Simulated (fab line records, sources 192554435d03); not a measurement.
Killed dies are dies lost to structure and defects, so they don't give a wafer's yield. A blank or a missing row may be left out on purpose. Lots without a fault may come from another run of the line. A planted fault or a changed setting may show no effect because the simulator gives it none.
Chamber matching | flow n5_finfet | N5_BEOL_M7_ETCH_65 on rie_diel-06: 4 sister chambers
The step etches SiARC in CF4, target depth 15.6 nm, time 26 s. 4 wafers are shown with their chamber, then 11 later ones without.

WAFERS WITH THEIR CHAMBER
wafer  | chamber | throttle_valve_pct (%)
L079.6 | 2       | 15.90
L080.1 | 3       | 15.79
L080.2 | 1       | 15.63
L085.1 | 0       | 15.36

WAFERS WITHOUT THEIR CHAMBER
wafer  | throttle_valve_pct (%)
L085.3 | 15.78
L085.5 | 15.65
L091.2 | 15.66
L091.3 | 15.94
L091.6 | 15.67
L095.2 | 15.40
L095.3 | 15.66
L095.4 | 15.82
L097.1 | 15.98
L097.4 | 15.84
L097.5 | 15.40

WHICH CHAMBER EACH WENT THROUGH
wafer  | from the rows above     | in truth
L085.3 | 3                       | 3
L085.5 | 1                       | 1
L091.2 | 1                       | 1
L091.3 | 2                       | 2
L091.6 | can't be placed: 1 or 3 | 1
L095.2 | 0                       | 0
L095.3 | 1                       | 1
L095.4 | can't be placed: 3 or 2 | 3
L097.1 | 2                       | 2
L097.4 | can't be placed: 3 or 2 | 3
L097.5 | 0                       | 0
Placed correctly: 8 of 11. Can't be placed from these rows: 3 (the true chamber is among the candidates in 3). Placed wrongly: 0.
How it was worked out, from the rows above alone: a wafer's distance from a chamber is the root of the sum, over the readings, of the square of ((its reading less the chamber's mean) divided by the reading's scatter). The wafer belongs to the nearest chamber; if the next one is less than 2 further off, it can't be placed. A chamber's mean is the mean of its shown wafers. The scatter: with one shown wafer a chamber, the root of the mean of the squares of how far each hidden wafer lies from its nearest shown one.
